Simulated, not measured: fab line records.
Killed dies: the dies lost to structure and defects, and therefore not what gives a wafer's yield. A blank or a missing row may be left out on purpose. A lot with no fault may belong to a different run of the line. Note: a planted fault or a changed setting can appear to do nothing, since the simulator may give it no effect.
fab line records + flow n5_finfet
record
- lots=11
- wafers=33
- last_day=17
route steps=1938 shown BEOL_M4@1095 BEOL_M5@1112 PASSIVATION@1936
lots that met no fault: taken from a fault-free run of the same line
start_h: hours from the record's opening day to when the first of the lot's shown wafers began + wait_h: time in hours since the lot's previous step + " unchanged from the row above + L1.1+2: one row covering several wafers at once + - either no value or no given start + * or withheld: withheld + < > ~ a bound
route shown NAME@n: names a module that has steps shown in the file, with the first one's number in the route + usual: mean and standard deviation over wafers with no fault + same: alike in all rows + chamber/n: place in a boat + sites: the reading at each site + _std_site: standard deviation across them + _edge_site: outer sites' mean less inner sites' + radius_mm: how far each site lies from the wafer's centre + mask NAME#n: copy n + behind: the tool/chamber that last shaped the wafer + hold: why the lot went on hold/how many hours it stayed there/how the hold came to an end + device: the transistor (n, p or np) that didn't switch + end of line: at the end of the route, the tests of the same wafers + where a step has no rows: the recipe by itself + killed: count of dies lost to structure and defects at first sort (not the wafer's yield) + map: a wafer's dies, marking killed ones x, the rest . and places with no die _
set.NAME: the setting as run; set.NAME@STEP: as run at that earlier step + model.NAME: the simulator's own value behind a step, which no gauge read
route steps across a sampled set of lots; one table per step, one row per wafer
services: the hour from which a tool's chamber was out of use, counted from the record's first day as start_h (under 0 if before that day), plus the number of hours and why
## steps
# step N5_BEOL_M4_ANNEAL_91
# recipe
- temp_c=400
- time_s=240
- ambient=vacuum
# usual
- heater_power_w=916/120
| lot.wafer | tool           | chamber | start_h | wait_h | heater_power_w |
|-----------|----------------|---------|---------|--------|----------------|
| L440.1    | pvd_sputter-01 | -       | 157.49  | 0.0    | 1039           |
| L440.3    | "              | -       | "       | "      | 1042           |
| L440.6    | "              | -       | "       | "      | 1036           |
| L442.1    | pvd_sputter-01 | -       | 166.33  | 0.0    | 857            |
| L442.4    | "              | -       | "       | "      | 1019           |
| L442.6    | "              | -       | "       | "      | 899            |
| L441.1    | pvd_sputter-03 | -       | 169.26  | 0.0    | 945            |
| L441.3    | "              | -       | "       | "      | 692            |
| L441.6    | "              | -       | "       | "      | 962            |
| L445.2    | pvd_sputter-02 | -       | 194.28  | 0.0    | 770            |
| L445.4    | "              | -       | "       | "      | 923            |
| L445.6    | "              | -       | "       | "      | 779            |
| L446.1    | pvd_sputter-01 | -       | 202.07  | 0.0    | 1046           |
| L446.4    | "              | -       | "       | "      | 852            |
| L446.5    | "              | -       | "       | "      | 853            |
| L452.1    | pvd_sputter-03 | -       | 240.46  | 0.0    | 800            |
| L452.2    | "              | -       | "       | "      | 701            |
| L452.4    | "              | -       | "       | "      | 956            |
| L453.1    | pvd_sputter-01 | -       | 245.45  | 0.0    | 1034           |
| L453.5    | "              | -       | "       | "      | 1004           |
| L453.6    | "              | -       | "       | "      | 891            |
| L455.2    | pvd_sputter-02 | -       | 260.25  | 0.0    | 778            |
| L455.5    | "              | -       | "       | "      | 1124           |
| L455.6    | "              | -       | "       | "      | 773            |
| L459.2    | pvd_sputter-03 | -       | 271.92  | 0.0    | 792            |
| L459.5    | "              | -       | "       | "      | 936            |
| L459.6    | "              | -       | "       | "      | 944            |
| L462.1    | pvd_sputter-01 | -       | 305.19  | 0.0    | 880            |
| L462.2    | "              | -       | "       | "      | 1063           |
| L462.5    | "              | -       | "       | "      | 1026           |
| L463.1    | pvd_sputter-02 | -       | 308.93  | 0.0    | 920            |
| L463.2    | "              | -       | "       | "      | 1136           |
| L463.5    | "              | -       | "       | "      | 886            |
# step N5_BEOL_M4_SPUTTER_94
# recipe
- material=Cu
- target_thk_a=45
- temp_c=-20
- chamber_pressure_pa=0.07
- power_w=withheld
- time_s=8.29
# usual
- chamber_pressure_pa=0.07001/0.00013
- throttle_valve_pct=30.3/1.1
| lot.wafer | tool           | chamber | start_h | wait_h | chamber_pressure_pa | throttle_valve_pct |
|-----------|----------------|---------|---------|--------|---------------------|--------------------|
| L440.1    | pvd_sputter-01 | -       | 157.85  | 0.1    | 0.06948             | 31.3               |
| L440.3    | "              | -       | "       | "      | 0.07003             | 31.0               |
| L440.6    | "              | -       | "       | "      | 0.07008             | 31.3               |
| L442.1    | pvd_sputter-01 | -       | 166.69  | 0.1    | 0.07001             | 30.7               |
| L442.4    | "              | -       | "       | "      | 0.07002             | 31.5               |
| L442.6    | "              | -       | "       | "      | 0.06987             | 29.6               |
| L441.1    | pvd_sputter-03 | -       | 169.62  | 0.1    | 0.07018             | 31.9               |
| L441.3    | "              | -       | "       | "      | 0.07                | 30.1               |
| L441.6    | "              | -       | "       | "      | 0.07009             | 28.9               |
| L445.2    | pvd_sputter-02 | -       | 194.64  | 0.1    | 0.07002             | 30.2               |
| L445.4    | "              | -       | "       | "      | 0.0699              | 31.7               |
| L445.6    | "              | -       | "       | "      | 0.06984             | 30.7               |
| L446.1    | pvd_sputter-01 | -       | 202.43  | 0.1    | 0.07006             | 31.1               |
| L446.4    | "              | -       | "       | "      | 0.07031             | 31.0               |
| L446.5    | "              | -       | "       | "      | 0.07                | 30.8               |
| L452.1    | pvd_sputter-03 | -       | 240.82  | 0.1    | 0.06977             | 28.4               |
| L452.2    | "              | -       | "       | "      | 0.0701              | 30.2               |
| L452.4    | "              | -       | "       | "      | 0.07007             | 29.3               |
| L453.1    | pvd_sputter-01 | -       | 245.81  | 0.1    | 0.07002             | 31.4               |
| L453.5    | "              | -       | "       | "      | 0.07016             | 31.6               |
| L453.6    | "              | -       | "       | "      | 0.07008             | 29.8               |
| L455.2    | pvd_sputter-02 | -       | 260.61  | 0.1    | 0.07028             | 30.5               |
| L455.5    | "              | -       | "       | "      | 0.06998             | 29.1               |
| L455.6    | "              | -       | "       | "      | 0.07037             | 30.4               |
| L459.2    | pvd_sputter-03 | -       | 272.28  | 0.1    | 0.07013             | 28.3               |
| L459.5    | "              | -       | "       | "      | 0.06969             | 31.7               |
| L459.6    | "              | -       | "       | "      | 0.07003             | 29.0               |
| L462.1    | pvd_sputter-01 | -       | 305.55  | 0.1    | 0.07004             | 29.3               |
| L462.2    | "              | -       | "       | "      | 0.06995             | 30.8               |
| L462.5    | "              | -       | "       | "      | 0.07018             | 31.4               |
| L463.1    | pvd_sputter-02 | -       | 309.29  | 0.1    | 0.0699              | 31.4               |
| L463.2    | "              | -       | "       | "      | 0.07                | 28.8               |
| L463.5    | "              | -       | "       | "      | 0.07005             | 29.6               |
# step N5_BEOL_M4_ANNEAL_51
# recipe
- temp_c=225
- time_s=90
- ambient=N2
# usual
- wafer_temp_C_max=225.96/0.21
| lot.wafer | tool          | chamber | start_h | wait_h | wafer_temp_C_max |
|-----------|---------------|---------|---------|--------|------------------|
| L440.1    | rtp_anneal-01 | 0       | 158.26  | 0.1    | 225.88           |
| L440.3    | "             | 0       | "       | "      | 225.78           |
| L440.6    | "             | 0       | "       | "      | 225.68           |
| L442.1    | rtp_anneal-01 | 0       | 167.24  | 0.2    | 226.21           |
| L442.4    | "             | 0       | "       | "      | 226.02           |
| L442.6    | "             | 0       | "       | "      | 226.04           |
| L441.1    | rtp_anneal-02 | 0       | 170.04  | 0.1    | 225.79           |
| L441.3    | "             | 0       | "       | "      | 225.62           |
| L441.6    | "             | 0       | "       | "      | 225.96           |
| L445.2    | rtp_anneal-02 | 0       | 195.15  | 0.2    | 225.93           |
| L445.4    | "             | 0       | "       | "      | 226.39           |
| L445.6    | "             | 0       | "       | "      | 225.85           |
| L446.1    | rtp_anneal-01 | 0       | 202.85  | 0.1    | 225.83           |
| L446.4    | "             | 0       | "       | "      | 226.02           |
| L446.5    | "             | 0       | "       | "      | 226.03           |
| L452.1    | rtp_anneal-02 | 0       | 241.24  | 0.1    | 226.15           |
| L452.2    | "             | 0       | "       | "      | 226.33           |
| L452.4    | "             | 0       | "       | "      | 226.10           |
| L453.1    | rtp_anneal-02 | 0       | 246.23  | 0.1    | 225.84           |
| L453.5    | "             | 0       | "       | "      | 226.19           |
| L453.6    | "             | 0       | "       | "      | 226.02           |
| L455.2    | rtp_anneal-02 | 0       | 261.07  | 0.1    | 225.89           |
| L455.5    | "             | 0       | "       | "      | 225.68           |
| L455.6    | "             | 0       | "       | "      | 225.82           |
| L459.2    | rtp_anneal-02 | 0       | 272.90  | 0.3    | 226.11           |
| L459.5    | "             | 0       | "       | "      | 226.16           |
| L459.6    | "             | 0       | "       | "      | 225.81           |
| L462.1    | rtp_anneal-01 | 0       | 305.97  | 0.1    | 225.96           |
| L462.2    | "             | 0       | "       | "      | 225.93           |
| L462.5    | "             | 0       | "       | "      | 226.03           |
| L463.1    | rtp_anneal-01 | 0       | 309.80  | 0.2    | 226.14           |
| L463.2    | "             | 0       | "       | "      | 225.96           |
| L463.5    | "             | 0       | "       | "      | 226.04           |
# step N5_BEOL_M5_ILD_DEP_00
# recipe
- material=SiCOH_lowk
- target_thk_a=1406.4
- temp_c=300
- precursor=DEMS/porogen
- pressure_torr=5
- rf_w=500
- time_s=25.9
# usual
- heater_power_w=306/41
- showerhead_plenum_p_Torr=5.742/0.016
- throttle_valve_pct=13.9/0.85
| lot.wafer | tool     | chamber | start_h | wait_h | heater_power_w | showerhead_plenum_p_Torr | throttle_valve_pct |
|-----------|----------|---------|---------|--------|----------------|--------------------------|--------------------|
| L440.1    | pecvd-04 | 0       | 160.13  | 0.8    | 326            | 5.712                    | 13.7               |
| L440.3    | "        | 1       | "       | "      | 352            | 5.732                    | 15.3               |
| L440.6    | "        | 1       | "       | "      | 349            | 5.734                    | 15.3               |
| L442.1    | pecvd-04 | 1       | 169.23  | 0.8    | 350            | 5.725                    | 15.1               |
| L442.4    | "        | 0       | "       | "      | 284            | 5.729                    | 13.6               |
| L442.6    | "        | 2       | "       | "      | 328            | 5.766                    | 12.3               |
| L441.1    | pecvd-02 | 0       | 171.94  | 0.8    | 370            | 5.739                    | 15.1               |
| L441.3    | "        | 1       | "       | "      | 329            | 5.723                    | 14.2               |
| L441.6    | "        | 0       | "       | "      | 377            | 5.741                    | 14.9               |
| L445.2    | pecvd-03 | 2       | 197.38  | 0.7    | 243            | 5.735                    | 12.5               |
| L445.4    | "        | 2       | "       | "      | 247            | 5.726                    | 13.0               |
| L445.6    | "        | 0       | "       | "      | 266            | 5.744                    | 14.4               |
| L446.1    | pecvd-03 | 0       | 204.72  | 0.8    | 299            | 5.740                    | 14.1               |
| L446.4    | "        | 1       | "       | "      | 341            | 5.759                    | 14.4               |
| L446.5    | "        | 0       | "       | "      | 304            | 5.733                    | 14.2               |
| L452.1    | pecvd-02 | 0       | 243.10  | 0.8    | 352            | 5.741                    | 14.6               |
| L452.2    | "        | 2       | "       | "      | 318            | 5.711                    | 13.5               |
| L452.4    | "        | 1       | "       | "      | 271            | 5.756                    | 14.2               |
| L453.1    | pecvd-02 | 2       | 248.10  | 0.8    | 277            | 5.739                    | 13.5               |
| L453.5    | "        | 2       | "       | "      | 280            | 5.742                    | 13.5               |
| L453.6    | "        | 1       | "       | "      | 275            | 5.730                    | 14.0               |
| L455.2    | pecvd-03 | 2       | 262.94  | 0.7    | 270            | 5.740                    | 12.9               |
| L455.5    | "        | 0       | "       | "      | 264            | 5.755                    | 14.0               |
| L455.6    | "        | 1       | "       | "      | 329            | 5.789                    | 14.4               |
| L459.2    | pecvd-03 | 2       | 274.72  | 0.7    | 219            | 5.747                    | 13.1               |
| L459.5    | "        | 2       | "       | "      | 221            | 5.738                    | 13.1               |
| L459.6    | "        | 0       | "       | "      | 298            | 5.729                    | 14.2               |
| L462.1    | pecvd-02 | 0       | 307.84  | 0.8    | 364            | 5.752                    | 14.8               |
| L462.2    | "        | 2       | "       | "      | 292            | 5.748                    | 13.4               |
| L462.5    | "        | 1       | "       | "      | 306            | 5.742                    | 14.1               |
| L463.1    | pecvd-04 | 1       | 311.68  | 0.8    | 365            | 5.735                    | 15.3               |
| L463.2    | "        | 2       | "       | "      | 350            | 5.762                    | 12.1               |
| L463.5    | "        | 2       | "       | "      | 346            | 5.753                    | 12.4               |
# step N5_BEOL_M5_THK_MEAS_01
# recipe
- reads=SiCOH_lowk_of_BEOL_M5_ILD_DEP_00
# usual
- M5_ILD_THK=121.1/1.8
| lot.wafer | tool          | chamber | start_h | wait_h | M5_ILD_THK[nm] |
|-----------|---------------|---------|---------|--------|----------------|
| L440.1    | film_metro-01 | -       | 160.70  | 0.4    | 120.5          |
| L440.3    | "             | -       | "       | "      | 119.2          |
| L440.6    | "             | -       | "       | "      | 120.3          |
| L442.1    | film_metro-02 | -       | 170.47  | 0.8    | 116.4          |
| L442.4    | "             | -       | "       | "      | 122.2          |
| L442.6    | "             | -       | "       | "      | 121.9          |
| L441.1    | film_metro-02 | -       | 172.52  | 0.4    | 119.4          |
| L441.3    | "             | -       | "       | "      | 120.3          |
| L441.6    | "             | -       | "       | "      | 119.1          |
| L445.2    | film_metro-01 | -       | 198.10  | 0.4    | 119.5          |
| L445.4    | "             | -       | "       | "      | 122.6          |
| L445.6    | "             | -       | "       | "      | 123.9          |
| L446.1    | film_metro-01 | -       | 205.29  | 0.4    | 119.4          |
| L446.4    | "             | -       | "       | "      | 120.9          |
| L446.5    | "             | -       | "       | "      | 122.2          |
| L452.1    | film_metro-02 | -       | 243.68  | 0.4    | 119.2          |
| L452.2    | "             | -       | "       | "      | 120.8          |
| L452.4    | "             | -       | "       | "      | 121.1          |
| L453.1    | film_metro-01 | -       | 249.29  | 1.0    | 121.2          |
| L453.5    | "             | -       | "       | "      | 124.1          |
| L453.6    | "             | -       | "       | "      | 121.3          |
| L455.2    | film_metro-01 | -       | 263.51  | 0.4    | 121.0          |
| L455.5    | "             | -       | "       | "      | 127.0          |
| L455.6    | "             | -       | "       | "      | 128.6          |
| L459.2    | film_metro-02 | -       | 275.32  | 0.4    | 119.1          |
| L459.5    | "             | -       | "       | "      | 124.9          |
| L459.6    | "             | -       | "       | "      | 127.8          |
| L462.1    | film_metro-02 | -       | 308.89  | 0.8    | 119.2          |
| L462.2    | "             | -       | "       | "      | 118.7          |
| L462.5    | "             | -       | "       | "      | 121.9          |
| L463.1    | film_metro-01 | -       | 312.60  | 0.4    | 117.6          |
| L463.2    | "             | -       | "       | "      | 122.0          |
| L463.5    | "             | -       | "       | "      | 123.2          |
# step N5_PASSIVATION_PROBE_49
# usual
- defect_limited_yield=91.3/1.5
- killed_at_M0_to_M3=34/11
- killed_at_M4_up=14/6.1
- killed_at_contacts=12/5.9
- killed_at_front_end=39/11
- killed_at_other=4/3.3
- killed_dies=102/18
- killed_on_rim=13/3.8
- killed_open=67/13
- killed_short=33/7.9
- sort_bin_5_function=5.1/1
- sort_bin_6_memory=3.3/0.7
- sort_n_pass=1077/19
- sort_yield_pct=91.3/1.6
# same
- gross_dies=1180
- killed_at_back_side=0
- sort_bin_4_leakage[%]=0
- sort_bin_8_speed[%]=0
| lot.wafer | tool      | chamber | start_h | wait_h | defect_limited_yield[%] | killed_at_M0_to_M3 | killed_at_M4_up | killed_at_contacts | killed_at_front_end | killed_at_other | killed_dies | killed_on_rim | killed_open | killed_short | sort_bin_5_function[%] | sort_bin_6_memory[%] | sort_n_pass | sort_yield_pct[%] |
|-----------|-----------|---------|---------|--------|-------------------------|--------------------|-----------------|--------------------|---------------------|-----------------|-------------|---------------|-------------|--------------|------------------------|----------------------|-------------|-------------------|
| L440.1    | prober-01 | -       | 253.54  | 0.0    | 90.3                    | 36                 | 9               | 16                 | 52                  | 1               | 114         | 12            | 76          | 34           | 5.0                    | 4.1                  | 1066        | 90.3              |
| L440.3    | prober-01 | -       | 253.64  | 0.1    | 87.4                    | 49                 | 15              | 17                 | 64                  | 4               | 149         | 16            | 95          | 50           | 7.6                    | 4.8                  | 1031        | 87.4              |
| L440.6    | prober-01 | -       | 253.79  | 0.3    | 90.6                    | 58                 | 13              | 7                  | 31                  | 2               | 111         | 11            | 69          | 42           | 6.3                    | 2.9                  | 1069        | 90.6              |
| L441.1    | prober-01 | -       | 264.82  | 0.0    | 93.3                    | 24                 | 11              | 7                  | 31                  | 6               | 79          | 14            | 49          | 29           | 3.7                    | 2.7                  | 1101        | 93.3              |
| L441.3    | prober-01 | -       | 264.92  | 0.1    | 92.2                    | 38                 | 11              | 7                  | 33                  | 3               | 92          | 10            | 63          | 28           | 4.6                    | 3.0                  | 1088        | 92.2              |
| L441.6    | prober-01 | -       | 265.07  | 0.3    | 90.6                    | 55                 | 8               | 3                  | 39                  | 6               | 111         | 12            | 67          | 40           | 5.8                    | 3.1                  | 1069        | 90.6              |
# killed by level:class
L440.1 STI_FIN_REVEAL:geometric_particle:open=18 MOL_CONTACT_COAG:geometric_particle:open=12 FIN_SAQP:geometric_particle:short=9 BEOL_M2:geometric_particle:open=9 BEOL_M3:geometric_particle:open=8 BEOL_M1:geometric_particle:open=6 GATE_CUT:geometric_particle:open=4 GATE_CUT:geometric_particle:short=4
L440.3 STI_FIN_REVEAL:geometric_particle:open=27 FIN_SAQP:geometric_particle:short=13 BEOL_M0_SAQP:geometric_particle:open=12 MOL_CONTACT_COAG:geometric_particle:open=10 BEOL_M1:geometric_particle:open=10 BEOL_M0_SAQP:geometric_particle:short=8 FIN_SAQP:geometric_particle:open=7 MOL_CONTACT_COAG:geometric_particle:short=7
L440.6 BEOL_M0_SAQP:geometric_particle:open=19 BEOL_M0_SAQP:geometric_particle:short=14 STI_FIN_REVEAL:geometric_particle:open=11 BEOL_M4:geometric_particle:open=10 BEOL_M1:geometric_particle:open=10 MOL_CONTACT_COAG:geometric_particle:open=5 BEOL_M1:geometric_particle:short=5 FIN_SAQP:geometric_particle:short=4
L441.1 BEOL_M1:geometric_particle:open=6 FIN_SAQP:geometric_particle:short=5 ILD0:geometric_particle:short=5 MOL_CONTACT_COAG:geometric_particle:open=5 BEOL_M2:geometric_particle:open=5 DUMMY_GATE:geometric_particle:open=4 BEOL_M0_SAQP:geometric_particle:short=4 BEOL_M4:geometric_particle:open=4
L441.3 BEOL_M1:geometric_particle:open=10 BEOL_M0_SAQP:geometric_particle:open=9 FIN_SAQP:geometric_particle:short=7 BEOL_M2:geometric_particle:open=7 GATE_CUT:geometric_particle:open=5 STI_FIN_REVEAL:geometric_particle:open=4 DUMMY_GATE:geometric_particle:open=4 MOL_CONTACT_COAG:geometric_particle:open=4
L441.6 BEOL_M1:geometric_particle:open=15 BEOL_M0_SAQP:geometric_particle:open=13 BEOL_M0_SAQP:geometric_particle:short=12 BEOL_M2:geometric_particle:open=10 FIN_SAQP:geometric_particle:short=6 DUMMY_GATE:geometric_particle:open=6 STI_FIN_REVEAL:geometric_particle:short=4 STARTING-WAFER:geometric_particle:short=4
## services
| tool           | chamber | start_h | hours | kind           |
|----------------|---------|---------|-------|----------------|
| pecvd-04       | 2       | 142.72  | 2.1   | scheduled_down |
| pecvd-04       | 2       | 147.09  | 5.5   | scheduled_down |
| pecvd-04       | -       | 164.08  | 1.0   | repair         |
| pecvd-03       | 2       | 172.20  | 2.1   | scheduled_down |
| pecvd-04       | 0       | 174.70  | 5.5   | scheduled_down |
| pecvd-02       | 1       | 207.07  | 5.5   | scheduled_down |
| pecvd-02       | 2       | 213.03  | 5.5   | scheduled_down |
| pecvd-03       | 2       | 270.65  | 2.1   | repair         |
| pecvd-03       | 1       | 288.67  | 5.5   | scheduled_down |
| pvd_sputter-01 | -       | 290.79  | 0.8   | repair         |
| pvd_sputter-01 | -       | 294.87  | 7.9   | repair         |
| pecvd-03       | 0       | 303.45  | 5.0   | repair         |
| pecvd-02       | -       | 303.54  | 3.5   | repair         |
## key
first_sign
- step=N5_BEOL_M5_THK_MEAS_01
- reading=M5_ILD_THK
- direction=up
- sigmas=3.4
- usual=121.1
- struck=127.1
effect none on later readings
met_at N5_BEOL_M5_ILD_DEP_00
struck_lots L455,L459
struck_wafers L455.5,L455.6,L459.5,L459.6
not_acting_at N5_BEOL_M4_ANNEAL_91,N5_BEOL_M4_SPUTTER_94,N5_BEOL_M4_ANNEAL_51
onset_between 204.72 262.94
fault
- kind=process_parameter_drift
- tool=pecvd-03
- chamber=-
- onset_h=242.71
- steps=N5_BEOL_M5_ILD_DEP_00
- channel=time_s
- offset=*
- shape=step
- end_h=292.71
- scope=struck_wafers_only
- acts_in=*
- stated=*
